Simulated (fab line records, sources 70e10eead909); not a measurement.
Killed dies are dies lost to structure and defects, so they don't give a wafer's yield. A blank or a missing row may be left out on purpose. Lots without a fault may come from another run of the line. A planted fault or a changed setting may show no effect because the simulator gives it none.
Which tool did it? | flow nand_harc | 13 lots, 39 wafers sampled, at 5 steps of a route of 1159

WHAT THE GAUGES READ, wafer by wafer
NHARC_END_SORT_01. Usual: killed_at_array 26, standard deviation 8.4; killed_at_other 0.7, standard deviation 0.97; killed_at_periphery 3.2, standard deviation 2.2; killed_dies 30, standard deviation 8.5; killed_open 3.4, standard deviation 2; killed_short 2, standard deviation 1.3.
lot  | measured     | on        | killed_at_array | killed_at_other | killed_at_periphery | killed_dies | killed_open | killed_short | flag
L388 | day 19 01:39 | prober-02 | 20 21 12        | 1 0 1           | 3 1 2               | 24 22 15    | 3 2 2       | 2 1 2        |
L389 | day 19 09:44 | prober-02 | 26 25 22        | 3 2 0           | 1 2 4               | 30 29 26    | 2 3 1       | 2 1 2        |
L391 | day 20 03:01 | prober-02 | 38 23 37        | 2 2 1           | 8 7 3               | 48 32 41    | 5 1 3       | 3 2 3        |
L390 | day 20 01:22 | prober-01 | 15 26 23        | 0 0 0           | 0 0 1               | 15 26 24    | 1 7 4       | 4 2 5        |
L392 | day 20 15:55 | prober-01 | 20 8 16         | 1 0 0           | 2 3 5               | 23 11 21    | 1 1 5       | 3 1 1        |
L394 | day 21 02:22 | prober-02 | 29 31 21        | 2 0 2           | 1 3 3               | 32 34 26    | 2 2 2       | 0 1 3        |
L396 | day 22 01:18 | prober-02 | 23 26 27        | 0 0 0           | 1 2 3               | 24 28 30    | 0 4 5       | 1 3 2        |
L399 | day 22 16:49 | prober-02 | 102 107 88      | 0 0 1           | 3 0 2               | 105 107 91  | 2 2 2       | 0 1 0        | OFF
L401 | day 22 19:26 | prober-01 | 89 91 83        | 1 0 0           | 2 2 4               | 92 93 87    | 4 4 4       | 3 2 1        | OFF
L403 | day 23 01:24 | prober-02 | 14 7 9          | 0 2 1           | 2 8 3               | 16 17 13    | 4 4 4       | 1 2 2        |
L406 | day 23 00:50 | prober-01 | 22 19 31        | 0 0 0           | 2 4 4               | 24 23 35    | 3 3 2       | 0 1 6        |
L407 | day 23 21:59 | prober-01 | 41 27 36        | 0 1 1           | 1 2 1               | 42 30 38    | 6 3 4       | 1 1 1        |
L410 | day 24 13:57 | prober-02 | 42 43 33        | 1 0 1           | 2 2 2               | 45 45 36    | 4 2 2       | 1 5 1        |

WHICH TOOL RAN EACH LOT (tool, then ch and the chambers of the sampled wafers, then the start)
lot  | NHARC_A_BLC_PRE_CLEAN_31     | NHARC_THIN_TSV_CMP_21         | NHARC_THIN_TSV_PRE_CLEAN_54  | NHARC_THIN_TSV_ETCH_59
L388 | pvd_sputter-01, day 17 02:00 | cmp-03 ch 0,2,3, day 18 15:19 | pvd_sputter-03, day 18 15:51 | rie_metal-03 ch 0,1, day 18 17:12
L389 | pvd_sputter-01, day 17 11:10 | cmp-02 ch 0,1,3, day 19 00:16 | pvd_sputter-01, day 19 00:46 | rie_metal-01 ch 0,1, day 19 02:08
L391 | pvd_sputter-03, day 17 19:38 | cmp-02 ch 1,3, day 19 07:18   | pvd_sputter-02, day 19 07:50 | rie_metal-02 ch 0,1, day 19 09:16
L390 | pvd_sputter-02, day 17 20:23 | cmp-02 ch 0,1,2, day 19 08:25 | pvd_sputter-03, day 19 08:57 | rie_metal-03 ch 1, day 19 10:18
L392 | pvd_sputter-01, day 18 21:25 | cmp-01 ch 0,1,2, day 20 04:28 | pvd_sputter-02, day 20 04:58 | rie_metal-02 ch 0,1, day 20 06:22
L394 | pvd_sputter-01, day 19 02:47 | cmp-02 ch 0,1,3, day 20 14:49 | pvd_sputter-03, day 20 15:19 | rie_metal-03 ch 0,1, day 20 16:43
L396 | pvd_sputter-02, day 20 02:37 | cmp-01 ch 0,1, day 21 10:05   | pvd_sputter-03, day 21 10:38 | rie_metal-01 ch 0,1, day 21 11:52
L399 | pvd_sputter-01, day 20 16:24 | cmp-03 ch 0,1,2, day 22 01:35 | pvd_sputter-02, day 22 02:08 | rie_metal-03 ch 0,1, day 22 03:21
L401 | pvd_sputter-01, day 20 19:17 | cmp-02 ch 1,2,3, day 22 02:22 | pvd_sputter-02, day 22 02:52 | rie_metal-01 ch 0,1, day 22 04:08
L403 | pvd_sputter-03, day 20 20:46 | cmp-03 ch 1,2, day 22 04:25   | pvd_sputter-01, day 22 04:58 | rie_metal-02 ch 0, day 22 06:22
L406 | pvd_sputter-03, day 20 22:40 | cmp-01 ch 0,1,3, day 22 06:27 | pvd_sputter-01, day 22 06:59 | rie_metal-02 ch 0,1, day 22 08:22
L407 | pvd_sputter-03, day 21 19:15 | cmp-02 ch 2,3, day 23 06:12   | pvd_sputter-03, day 23 06:43 | rie_metal-03 ch 0,1, day 23 08:07
L410 | pvd_sputter-02, day 22 10:10 | cmp-03 ch 0,1,2, day 24 01:27 | pvd_sputter-02, day 24 01:56 | rie_metal-02 ch 0,1, day 24 03:15
- NHARC_A_BLC_PRE_CLEAN_31: time 15 s.
- NHARC_THIN_TSV_CMP_21: polishes, t overpolish 30 s, target thk 2000 nm.
- NHARC_THIN_TSV_PRE_CLEAN_54: time 30 s.
- NHARC_THIN_TSV_ETCH_59: etches the open film in Cl2/BCl3, target depth 880 nm, time 138.1 s.

WHAT THE TOOLS THEMSELVES READ (means of the sampled wafers that have a number; where no wafer has one, the mark that the record gives instead)
NHARC_A_BLC_PRE_CLEAN_31. Usual: bias_v 250.5 V, standard deviation 2.5.
lot  | tool           | bias_v (V) | flag
L388 | pvd_sputter-01 | 249.4      |
L389 | pvd_sputter-01 | 249.0      |
L391 | pvd_sputter-03 | 253.0      |
L390 | pvd_sputter-02 | 250.7      |
L392 | pvd_sputter-01 | 249.5      |
L394 | pvd_sputter-01 | 250.6      |
L396 | pvd_sputter-02 | 249.9      |
L399 | pvd_sputter-01 | 248.2      |
L401 | pvd_sputter-01 | 250.6      |
L403 | pvd_sputter-03 | 252.1      |
L406 | pvd_sputter-03 | 250.9      |
L407 | pvd_sputter-03 | 252.1      |
L410 | pvd_sputter-02 | 251.7      |

NHARC_THIN_TSV_CMP_21. Usual: motor_current_A 11.8 A, standard deviation 1.3; overpolish_run_s 29.999 s, standard deviation 0.0087; retaining_ring_pressure_frac 1.000, standard deviation 0.0051.
lot  | tool   | motor_current_A (A) | overpolish_run_s (s) | retaining_ring_pressure_frac | flag
L388 | cmp-03 | 12.1                | 29.992               | 0.998                        |
L389 | cmp-02 | 11.4                | 29.996               | 1.003                        |
L391 | cmp-02 | 12.4                | 29.996               | 1.003                        |
L390 | cmp-02 | 12.6                | 29.990               | 1.001                        |
L392 | cmp-01 | 11.1                | 29.999               | 1.001                        |
L394 | cmp-02 | 11.4                | 30.012               | 0.997                        |
L396 | cmp-01 | 11.3                | 29.993               | 0.999                        |
L399 | cmp-03 | 12.3                | 30.005               | 1.000                        |
L401 | cmp-02 | 12.0                | 30.002               | 0.998                        |
L403 | cmp-03 | 11.5                | 29.999               | 1.000                        |
L406 | cmp-01 | 10.9                | 30.003               | 1.006                        |
L407 | cmp-02 | 10.3                | 30.000               | 1.005                        |
L410 | cmp-03 | 12.7                | 29.997               | 1.002                        |

NHARC_THIN_TSV_PRE_CLEAN_54. Usual: heater_power_w 405 W, standard deviation 41.
lot  | tool           | heater_power_w (W) | flag
L388 | pvd_sputter-03 | 381                |
L389 | pvd_sputter-01 | 386                |
L391 | pvd_sputter-02 | 447                |
L390 | pvd_sputter-03 | 400                |
L392 | pvd_sputter-02 | 444                |
L394 | pvd_sputter-03 | 384                |
L396 | pvd_sputter-03 | 406                |
L399 | pvd_sputter-02 | 440                |
L401 | pvd_sputter-02 | 423                |
L403 | pvd_sputter-01 | 387                |
L406 | pvd_sputter-01 | 386                |
L407 | pvd_sputter-03 | 385                |
L410 | pvd_sputter-02 | 438                |

NHARC_THIN_TSV_ETCH_59. Usual: drypump_motor_current_A 5.67 A, standard deviation 0.27; oes_product_au 0.999 a.u., standard deviation 0.013; rf_fwd_power_W 895 W, standard deviation 3.3; throttle_valve_pct 22.264 %, standard deviation 0.0091.
lot  | tool         | drypump_motor_current_A (A) | oes_product_au (a.u.) | rf_fwd_power_W (W) | throttle_valve_pct (%) | flag
L388 | rie_metal-03 | 5.62                        | 1.010                 | 894                | 22.264                 |
L389 | rie_metal-01 | 5.86                        | 0.985                 | 893                | 22.255                 |
L391 | rie_metal-02 | 5.70                        | 1.010                 | 892                | 22.262                 |
L390 | rie_metal-03 | 5.32                        | 1.018                 | 894                | 22.256                 |
L392 | rie_metal-02 | 5.70                        | 1.014                 | 897                | 22.269                 |
L394 | rie_metal-03 | 5.49                        | 0.989                 | 892                | 22.264                 |
L396 | rie_metal-01 | 5.63                        | 0.998                 | 898                | 22.261                 |
L399 | rie_metal-03 | 5.46                        | 0.996                 | 892                | 22.275                 |
L401 | rie_metal-01 | 5.64                        | 0.996                 | 898                | 22.261                 |
L403 | rie_metal-02 | 5.97                        | 1.016                 | 892                | 22.261                 |
L406 | rie_metal-02 | 5.85                        | 1.005                 | 894                | 22.264                 |
L407 | rie_metal-03 | 5.47                        | 0.998                 | 893                | 22.270                 |
L410 | rie_metal-02 | 5.71                        | 0.999                 | 896                | 22.263                 |

THE ANSWER, worked out from the rows above alone
Rule: a lot is off if the mean of its wafers that have a number lies more than 3 standard deviations from the usual mean. A lot without any number at a reading at which 4 lots or more have one is off too. The other lots that the step has rows for count as sound. The gauges are gone through in route order, then the tools' own readings, and for those a lot's mean is taken as printed above. The first step at which some lot is off is used, and at that step the reading that is off furthest; a lot without a number counts as furthest.
Off: L399, L401, at NHARC_END_SORT_01 (killed_at_array).
A tool fits if, at a process step before that reading, it ran every lot that is off, and no sound lot after the first of them. The gauges at NHARC_END_SORT_01 are tried like those tools. One fits: pvd_sputter-01 at NHARC_A_BLC_PRE_CLEAN_31. Its last sound lot is L394 (day 19 02:47), its first lot that is off L399 (day 20 16:24): a fault that began between those two fits.

WHAT THE SIMULATOR HAD PUT IN
Chamber particle source: pvd_sputter-01, from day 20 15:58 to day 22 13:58, at NHARC_A_BLC_PRE_CLEAN_31. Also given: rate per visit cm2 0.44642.
Lots struck among those shown: L399, L401. The rule above found the same.
